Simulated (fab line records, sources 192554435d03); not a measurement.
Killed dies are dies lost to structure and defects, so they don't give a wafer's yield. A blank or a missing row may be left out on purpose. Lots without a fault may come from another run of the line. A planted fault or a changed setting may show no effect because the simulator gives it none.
fab line records | flow n5_finfet | part 2 of 2: steps 23 to 29 of 29
record lots=5 wafers=15 last_day=17
route steps=1938 shown BEOL_M0_SAQP@634
lots that met no fault: from a run of the same line without faults
start_h: hours from the record's first day to the start of the lot's first wafer shown | wait_h: hours since the lot's step before | " the same as in the row above | L1.1+2: a row that stands for several wafers | - no value, or no start given | * or withheld: withheld | < > ~ a bound
route shown NAME@n: a module of which the file shows steps, and the number in the route of the first | usual: mean/standard deviation of fault-free wafers | same: alike in all rows | chamber/n: place in a boat | sites: the reading at each site | _std_site: their standard deviation | _edge_site: outer sites' mean less inner sites' | radius_mm: how far each site lies from the wafer's centre | mask NAME#n: copy n | behind: the tool/chamber that last shaped the wafer | hold: why the lot was held/for how many hours/how that ended | device: the transistor (n, p or np) that didn't switch | end of line: the same wafers' tests at the end of the route | a step without rows: its recipe alone | killed: dies lost to structure and defects at the first sort, not the wafer's yield | map: a wafer's dies, x killed, . not, _ none there
set.NAME: the setting as run; set.NAME@STEP: as run at that earlier step | model.NAME: the simulator's own value behind a step, which no gauge read
lots at some steps of the route; a table a step, a row a wafer
services: from which hour (start_h, from the record's first day; less than 0 if before it) a tool's chamber was out of use, for how many hours, and why
## steps
# step N5_BEOL_M0_SAQP_HM_OPEN_112
# recipe chemistry=CHF3/O2 target=SiO2 stop_on=a-Si target_depth_a=120 over_etch_frac=1.25 mask_material=SOC time_s=13.5 pressure_mtorr=30 source_w=650 bias_w=170 Ar_flow_sccm=200 CHF3_flow_sccm=50 O2_flow_sccm=5 ion_energy_ev=200 ends=end_point
# usual bias_w=170.1/0.49 drypump_motor_current_A=5.7/0.43 oes_product_au=0.51/0.037 rf_vpp_V=524/10 showerhead_plenum_p_Torr=2.41/0.084 throttle_valve_pct=18.77/0.17
# columns lot.wafer tool chamber start_h wait_h bias_w drypump_motor_current_A oes_product_au rf_hours_counter_h rf_vpp_V showerhead_plenum_p_Torr throttle_valve_pct
L084.2 rie_diel-06 1 165.74 0.0 170.4 5.5 0.52 116 526 2.23 18.85
L084.4 " 0 " " 170.3 5.9 0.50 159 529 2.49 18.59
L084.5 " 1 " " 170.1 5.6 0.53 - 525 2.23 18.86
L088.3 rie_diel-05 3 197.10 0.0 170.0 6.1 0.50 152 533 2.40 18.72
L088.4 " 1 " " 170.4 6.5 0.61 - 534 2.37 18.60
L088.6 " 3 " " 169.7 6.1 0.50 - 534 2.40 18.73
L093.2 rie_diel-05 2 219.82 0.0 170.1 4.8 0.55 61 517 2.46 18.76
L093.3 " 0 " " 169.9 5.6 0.47 216 511 2.38 18.98
L093.6 " 2 " " 169.7 4.9 0.56 - 516 2.46 18.76
L094.2 rie_diel-05 3 223.42 0.0 170.6 6.1 0.50 162 533 2.40 18.75
L094.3 " 2 " " 169.7 4.9 0.55 62 517 2.46 18.77
L094.4 " 1 " " 169.1 6.5 0.59 16 535 2.36 18.61
L095.1 rie_diel-05 3 234.64 0.0 170.0 6.1 0.50 166 531 2.40 18.73
L095.4 " 2 " " 169.8 4.9 0.55 66 518 2.46 18.75
L095.6 " 0 " " 170.6 5.6 0.46 - 512 2.38 18.99
# step N5_BEOL_M0_SAQP_STRIP_113
# recipe chemistry=CHF3/O2 resist=SiARC rf_frequency_hz=6e+07
# columns lot.wafer tool chamber start_h wait_h
L084.2+4+5 rie_diel-06 1,0,1 165.79 0.0
L088.3+4+6 rie_diel-05 3,1,3 197.15 0.0
L093.2+3+6 rie_diel-05 2,0,2 219.87 0.0
L094.2+3+4 rie_diel-05 3,2,1 223.48 0.0
L095.1+4+6 rie_diel-05 3,2,0 234.69 0.0
# step N5_BEOL_M0_SAQP_MANDREL_ETCH_20
# recipe target_depth_a=600 chemistry=HBr/Cl2 target=a-Si stop_on=SiNx bt_time_s=10 mask_material=SOC over_etch_frac=0.5 time_s=30 pressure_mtorr=10 icp_w=800 bias_w=75 HBr_flow_sccm=150 Cl2_flow_sccm=80 ends=end_point
# usual bias_w=74.95/0.24 drypump_motor_current_A=5.7/0.41 mfc_cl2_sccm=80.01/0.25 oes_product_au=0.769/0.017 throttle_valve_pct=35.33/0.28
# columns lot.wafer tool chamber start_h wait_h bias_w drypump_motor_current_A mfc_cl2_sccm oes_product_au rf_hours_counter_h throttle_valve_pct
L084.2 rie_si-01 2 165.82 0.0 75.02 5.7 79.81 0.774 57 35.04
L084.4 " 1 " " 75.03 5.4 79.69 0.765 114 35.33
L084.5 " 1 " " 75.34 5.4 79.73 0.763 - 35.30
L088.3 rie_si-04 0 197.19 0.0 74.81 6.0 79.57 0.802 158 35.60
L088.4 " 2 " " 75.13 5.4 80.61 0.767 167 34.88
L088.6 " 3 " " 75.14 6.5 80.40 0.798 - 34.75
L093.2 rie_si-06 2 219.90 0.0 74.66 4.9 80.02 0.779 50 35.32
L093.3 " 1 " " 75.21 6.0 79.78 0.747 155 35.62
L093.6 " 0 " " 75.07 5.6 79.95 0.758 - 35.59
L094.2 rie_si-01 0 223.51 0.0 75.36 5.8 79.79 0.750 35 35.35
L094.3 " 1 " " 75.39 5.4 79.55 0.771 115 35.31
L094.4 " 3 " " 75.31 6.1 79.89 0.757 123 35.11
L095.1 rie_si-06 1 234.72 0.0 74.94 6.0 80.55 0.744 155 35.64
L095.4 " 3 " " 74.90 5.1 79.69 0.762 183 35.71
L095.6 " 0 " " 74.81 5.6 79.57 0.771 - 35.58
# step N5_BEOL_M0_SAQP_STRIP_86
# recipe chemistry=N2/H2 power_w=500 temp_c=40 pressure_mtorr=50 rf_frequency_hz=6e+07 overash_fraction=0.3 bias_power_w=28 h2_frac=0.5 n2_flow_sccm=300 h2_flow_sccm=300
# usual drypump_motor_current_A=5.7/0.4 oes_product_au=0.79/0.056 power_w=499.8/1.6 rf_vpp_V=121.9/1.5 showerhead_plenum_p_Torr=3.36/0.12 throttle_valve_pct=18.8/0.45
# same overash_fraction=0.3
# columns lot.wafer tool chamber start_h wait_h drypump_motor_current_A oes_product_au power_w rf_hours_counter_h rf_vpp_V showerhead_plenum_p_Torr throttle_valve_pct
L084.2 rie_diel-03 1 165.92 0.1 5.4 0.90 503.4 34 122.6 3.26 18.2
L084.4 " 0 " " 5.5 0.76 499.3 160 119.9 3.36 18.7
L084.5 " 0 " " 5.5 0.77 500.8 - 123.2 3.36 18.7
L088.3 rie_diel-06 3 197.29 0.1 5.7 0.75 499.1 162 121.9 3.47 18.7
L088.4 " 0 " " 5.9 0.74 498.2 167 124.3 3.50 18.5
L088.6 " 1 " " 5.6 0.80 496.6 - 121.8 3.13 19.5
L093.2 rie_diel-03 3 220.00 0.1 5.1 0.81 499.5 102 124.4 3.52 19.1
L093.3 " 0 " " 5.5 0.74 500.3 177 119.3 3.35 18.7
L093.6 " 2 " " 6.1 0.74 499.6 - 119.8 3.22 18.4
L094.2 rie_diel-03 3 223.63 0.1 5.1 0.80 496.1 103 122.6 3.52 19.1
L094.3 " 1 " " 5.4 0.86 499.0 53 120.8 3.25 18.2
L094.4 " 2 " " 6.1 0.74 499.5 180 118.6 3.22 18.5
L095.1 rie_diel-06 0 234.82 0.1 5.9 0.73 501.1 179 124.8 3.49 18.5
L095.4 " 2 " " 6.1 0.76 500.8 125 124.1 3.38 19.6
L095.6 " 0 " " 5.9 0.73 496.0 - 123.3 3.49 18.5
# step N5_BEOL_M0_SAQP_STRIP_115
# recipe chemistry=post_etch_residue_remover time_s=60 temp_c=25 remover_ph=withheld remover_water_wt_pct=withheld remover_fluoride_wt_pct=withheld
# columns lot.wafer tool chamber start_h wait_h
L084.2+4+5 wet_bench-05 5,4,6 165.99 -
L088.3+4+6 wet_bench-05 1,4,7 197.36 -
L093.2+3+6 wet_bench-05 5,4,3 220.07 -
L094.2+3+4 wet_bench-05 3,4,0 223.70 -
L095.1+4+6 wet_bench-05 7,5,0 234.89 -
# step N5_BEOL_M0_SAQP_SRD_93
# recipe dry=ipa_marangoni time_s=30 temp_c=23 rinse_liquid=diw
# usual bath_heat_duty_pct=3.8/0.48
# columns lot.wafer tool chamber start_h wait_h bath_heat_duty_pct
L084.2 wet_bench-05 5 166.01 0.0 3.6
L084.4 " 4 " " 4.2
L084.5 " 6 " " 4.0
L088.3 wet_bench-05 1 197.38 0.0 4.4
L088.4 " 4 " " 3.5
L088.6 " 7 " " 3.6
L093.2 wet_bench-05 5 220.09 0.0 3.8
L093.3 " 4 " " 3.9
L093.6 " 3 " " 4.5
L094.2 wet_bench-05 3 223.72 0.0 3.2
L094.3 " 4 " " 3.5
L094.4 " 0 " " 4.5
L095.1 wet_bench-05 7 234.91 0.0 2.8
L095.4 " 5 " " 3.6
L095.6 " 0 " " 4.2
# step N5_BEOL_M0_SAQP_RECESS_114
# recipe chemistry=HF/NH3 target=SiO2 target_depth_a=144 afs_cycles=3 temp_c=30 sublimation_temp_c=180 sublimation_time_s=60
# usual drypump_motor_current_A=5.7/0.54
# same sublimation_time_s=60
# columns lot.wafer tool chamber start_h wait_h drypump_motor_current_A
L084.2 vapor_etch-02 0 166.05 0.0 5.0
L084.4 " 1 " " 6.5
L084.5 " 1 " " 6.4
L088.3 vapor_etch-02 1 197.54 0.1 6.5
L088.4 " 0 " " 5.0
L088.6 " 1 " " 6.4
L093.2 vapor_etch-02 0 220.13 0.0 4.9
L093.3 " 0 " " 4.9
L093.6 " 0 " " 5.0
L094.2 vapor_etch-01 1 223.76 0.0 5.4
L094.3 " 1 " " 5.4
L094.4 " 0 " " 5.8
L095.1 vapor_etch-02 0 234.95 0.0 4.9
L095.4 " 0 " " 5.0
L095.6 " 0 " " 4.9
## services
# columns tool chamber start_h hours kind
rie_diel-06 1 142.70 5.8 repair
arfi_scanner-02 - 144.25 1.0 pm
arfi_scanner-01 - 146.12 0.8 pm
arfi_scanner-03 - 148.75 4.9 pm
rie_diel-05 1 150.32 - clean
rie_diel-05 1 150.32 - consumable_replace:focus_ring
rie_diel-06 2 160.23 3.0 repair
rie_si-01 - 160.32 2.8 pm
arfi_scanner-01 - 172.25 1.3 pm
arfi_scanner-03 - 172.44 1.3 pm
arfi_scanner-03 - 180.11 17.3 pm
rie_diel-06 - 190.75 2.8 pm
rie_diel-05 0 192.21 5.8 repair
arfi_scanner-02 - 192.49 1.0 pm
rie_diel-05 - 195.70 0.7 repair
rie_si-01 - 196.42 0.2 repair
pecvd-03 - 196.68 14.6 pm
arfi_scanner-03 - 202.63 13.8 repair
vapor_etch-01 - 203.44 0.5 repair
pecvd-04 - 205.95 1.2 repair
arfi_scanner-01 - 212.22 4.9 pm
arfi_scanner-02 - 222.26 0.8 pm
rie_diel-03 2 225.59 2.0 repair
arfi_scanner-03 - 233.84 3.2 repair
